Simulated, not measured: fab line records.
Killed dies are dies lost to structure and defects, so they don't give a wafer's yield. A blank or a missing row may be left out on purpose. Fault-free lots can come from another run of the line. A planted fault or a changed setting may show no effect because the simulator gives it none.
Chamber matching -- flow n5_finfet -- rie_si-02 running N5_FIN_SAQP_MANDREL2_REMOVE_60: 3 sister chambers
The step chemistry HBr/Cl2/O2, target a-Si, stops on SiNx, bt time 10 s. 3 wafers are shown with their chamber, then 7 later ones without.

## WAFERS PAIRED WITH THEIR CHAMBERS
wafer,chamber,drypump_motor_current_A (A)
L085.4,3,5.4
L085.6,0,5.7
L086.2,2,6.1

## WAFERS WITH NO CHAMBER GIVEN
wafer,drypump_motor_current_A (A)
L086.3,5.4
L086.5,6.1
L088.1,6.1
L088.6,6.1
L095.2,5.7
L095.3,6.2
L095.6,6.1

## THE CHAMBER EACH PASSED THROUGH
wafer,from the rows above,in truth
L086.3,3,3
L086.5,2,2
L088.1,2,2
L088.6,2,2
L095.2,0,0
L095.3,2,2
L095.6,2,2
Placed correctly: 7 of 7. Can't be placed from these rows: 0. Placed wrongly: 0.
How it was worked out, from the rows above alone: a wafer's distance from a chamber is the root of the sum, over the readings, of the square of ((its reading less the chamber's mean) divided by the reading's scatter). The wafer belongs to the nearest chamber; if the next one is less than 2 further off, it can't be placed. Each chamber's mean is taken over the wafers shown for it. The scatter (one wafer shown for each chamber): square how far every hidden wafer sits from the nearest shown wafer, average those squares and take the square root.
